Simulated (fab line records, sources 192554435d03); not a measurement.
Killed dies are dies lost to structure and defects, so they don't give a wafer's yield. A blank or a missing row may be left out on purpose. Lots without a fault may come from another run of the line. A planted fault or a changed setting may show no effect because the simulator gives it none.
Split-lot experiment | flow n5_finfet | 7 lots, 21 wafers read, on a route of 1938 steps

THE SPLIT
At N5_BEOL_M2_TRENCH_ETCH_37 (etches SiOC in C4F6/O2, target depth 55.555 nm, time 29.2 s), the setting time_s was moved away from the recipe's 29.2 s on 5 of the 21 wafers read, by -6.3% to +18.7%. The other wafers ran this setting at the recipe's value.

FROM THE SPLIT TO THE READING: what the file shows between them, 13 steps
- N5_BEOL_M2_ETCH_41: etches SiCN in CH3F/O2, target depth 29.9 nm, time 52.5 s
- N5_BEOL_M2_STRIP_97: strips in N2/H2, time 10 s
- N5_BEOL_M2_OCD_MEAS_38
- N5_BEOL_M2_HM_STRIP_39: strips TiN in peroxide tin strip, target depth 25 nm, time 158 s
- N5_BEOL_M2_SRD_40: time 30 s
- N5_BEOL_M2_ECD_50: material Cu, target thk 300 nm
- N5_BEOL_M2_ANNEAL_51: time 90 s
- N5_BEOL_M2_CMP_52: polishes, stops on SiOC, t overpolish 6.8 s, target thk 40 nm
- N5_BEOL_M2_THK_MEAS_53: measures by xrf
- N5_BEOL_M2_PRE_CLEAN_60: time 15 s
- N5_BEOL_M2_CO_CAP_55: material Co, precursor CCTBA/H2, target thk 2 nm, time 102.1 s
- N5_BEOL_M2_PRE_CLEAN_56: time 15 s
- N5_BEOL_M2_DEP_57: deposits SiCN from 3MS/NH3, target thk 8 nm, time 14 s

THE READING
M2_RS, in ohm/sq, at N5_BEOL_M2_RS_MEAS_58 (measures by four-point-probe). Fault-free wafers of this fab line usually give 0.67 ohm/sq, standard deviation 0.035 ohm/sq.

wafer  | tool, chamber at the split | time_s as run, s | against the recipe | M2_RS, ohm/sq | against lot-mates on the recipe
L079.3 | rie_diel-06, 3             | 29.2             | recipe             | 0.67          | -
L079.4 | rie_diel-06, 1             | 33.16            | +13.6%             | 0.50          | -0.17
L079.6 | rie_diel-06, 3             | 33.16            | +13.6%             | 0.53          | -0.14
L081.1 | rie_diel-05, 3             | 29.2             | recipe             | 0.75          | -
L081.2 | rie_diel-05, 1             | 34.66            | +18.7%             | 0.49          | -0.24
L081.4 | rie_diel-05, 0             | 29.2             | recipe             | 0.71          | -
L088.1 | rie_diel-04, 2             | 29.2             | recipe             | 0.65          | -
L088.3 | rie_diel-04, 0             | 29.2             | recipe             | 0.65          | -
L088.4 | rie_diel-04, 3             | 29.2             | recipe             | 0.63          | -
L091.2 | rie_diel-04, 0             | 29.2             | recipe             | 0.65          | -
L091.3 | rie_diel-04, 2             | 29.2             | recipe             | 0.64          | -
L091.5 | rie_diel-04, 2             | 29.2             | recipe             | 0.65          | -
L094.3 | rie_diel-06, 0             | 29.2             | recipe             | 0.62          | -
L094.4 | rie_diel-06, 1             | 27.37            | -6.3%              | 0.73          | +0.08
L094.6 | rie_diel-06, 2             | 29.2             | recipe             | 0.68          | -
L095.2 | rie_diel-06, 2             | 34.1             | +16.8%             | 0.51          | -0.17
L095.3 | rie_diel-06, 3             | 29.2             | recipe             | 0.68          | -
L095.6 | rie_diel-06, 2             | 29.2             | recipe             | 0.68          | -
L096.3 | rie_diel-05, 2             | 29.2             | recipe             | 0.73          | -
L096.4 | rie_diel-05, 0             | 29.2             | recipe             | 0.72          | -
L096.6 | rie_diel-05, 2             | 29.2             | recipe             | 0.73          | -

THE FIT
A straight line over all 21 wafers: M2_RS changes by -0.0106 ohm/sq for each +1% of time_s; r = -0.89; the points scatter about the line by 0.036 ohm/sq.
The same after taking each lot's own level away (the mean of its wafers on the recipe; 21 wafers): -0.0116 ohm/sq for each +1%; r = -0.98; scatter 0.016 ohm/sq.
On that fit, the largest move of time_s shifts the reading by 0.22 ohm/sq.
The lots' own levels span 0.643 to 0.730 ohm/sq, that is 2.5 times the standard deviation above.
So the lot-to-lot level changes the slope little: the two slopes agree.
Check: with one of the wafers moved furthest among these (+18.7%) left out of the fit, the line predicts -0.205 ohm/sq for it against its lot-mates. It came out at -0.24 ohm/sq against them.

OTHER SPLITS ON THESE WAFERS
These wafers also went through other splits before the reading. Each is held against what the fit with the lots' levels taken away leaves over:
other split on the same wafers | wafers away from the commonest value | r with M2_RS (lot level and that fit taken away)
N5_BEOL_M2_DESCUM_33 time_s    | 4                                    | -0.12

THE WHOLE CHAIN: every reading that the file lists as answering this split, in the file's order
step                      | what it does                                                  | reading                                                                      | change (the file's fit)               | r (the file's)
N5_BEOL_M2_TRENCH_ETCH_37 | etches SiOC in C4F6/O2, target depth 55.555 nm, time 29.2 s   | BEOL_M2.feature_depth_nm (the simulator's own value, which no gauge read)    | +0.619 nm for each +1% of the setting | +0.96
N5_BEOL_M2_TRENCH_ETCH_37 | etches SiOC in C4F6/O2, target depth 55.555 nm, time 29.2 s   | etch.depth_nm (the simulator's own value, which no gauge read)               | +0.616 nm for each +1% of the setting | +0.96
N5_BEOL_M2_OCD_MEAS_38    |                                                               | trench_depth_nm                                                              | +0.587 nm for each +1% of the setting | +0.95
N5_BEOL_M2_CMP_52         | polishes, stops on SiOC, t overpolish 6.8 s, target thk 40 nm | Cu_of_BEOL_M2_ECD_50.thk_nm (the simulator's own value, which no gauge read) | +0.668 nm for each +1% of the setting | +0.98
N5_BEOL_M2_THK_MEAS_53    | measures by xrf                                               | M2_THK                                                                       | +0.67 for each +1% of the setting     | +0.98
N5_BEOL_M2_RS_MEAS_58     | measures by four-point-probe                                  | M2_RS                                                                        | -0.0116 for each +1% of the setting   | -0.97

THE FILE'S OWN FIT
M2_RS changes by -0.0116 ohm/sq for each +1% of time_s, r = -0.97.
